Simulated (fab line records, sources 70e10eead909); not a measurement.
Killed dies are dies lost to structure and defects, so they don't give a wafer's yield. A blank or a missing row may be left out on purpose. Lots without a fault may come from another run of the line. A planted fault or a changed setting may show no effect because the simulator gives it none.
Which tool did it? | flow nand_harc | 12 lots, 36 wafers sampled, at 1 step of a route of 1159

WHAT THE GAUGES READ, wafer by wafer
NHARC_A_CONTACT_INSPECT_23.
lot  | measured     | on                | raw_defect_count
L075 | day 17 20:54 | defect_inspect-01 | 476 345 375
L074 | day 18 00:05 | defect_inspect-01 | 376 366 527
L079 | day 18 07:43 | defect_inspect-02 | 269 305 291
L080 | day 18 19:03 | defect_inspect-02 | 410 452 317
L082 | day 19 23:22 | defect_inspect-02 | 634 580 682
L084 | day 20 09:06 | defect_inspect-02 | 363 419 330
L087 | day 20 15:57 | defect_inspect-02 | 240 352 328
L089 | day 21 14:36 | defect_inspect-02 | 273 295 255
L092 | day 21 17:06 | defect_inspect-01 | 429 456 622
L093 | day 22 01:51 | defect_inspect-02 | 347 306 752
L096 | day 22 16:40 | defect_inspect-02 | 333 268 308
L097 | day 23 03:27 | defect_inspect-02 | 353 355 393

WHICH TOOL RAN EACH LOT (tool, then ch and the chambers of the sampled wafers, then the start)
The record holds no process step before these readings.

THE ANSWER, worked out from the rows above alone
Rule: what is usual is taken from the lots themselves. Put in order of their means at a reading, lots are off if they are a third of the lots or fewer, leave a main group of 4 or more, and stand apart from it by a gap of 3 or more times the standard deviation of the main group's means; of several such gaps the widest counts. A main group whose means are all the same, to the digits that the tables above print for the reading, isn't used. A lot without any number at a reading at which 4 lots or more have one is off too. The other lots that the step has rows for count as sound.
No lot is off at any reading shown: from this, nothing can be told.

WHAT THE SIMULATOR HAD PUT IN
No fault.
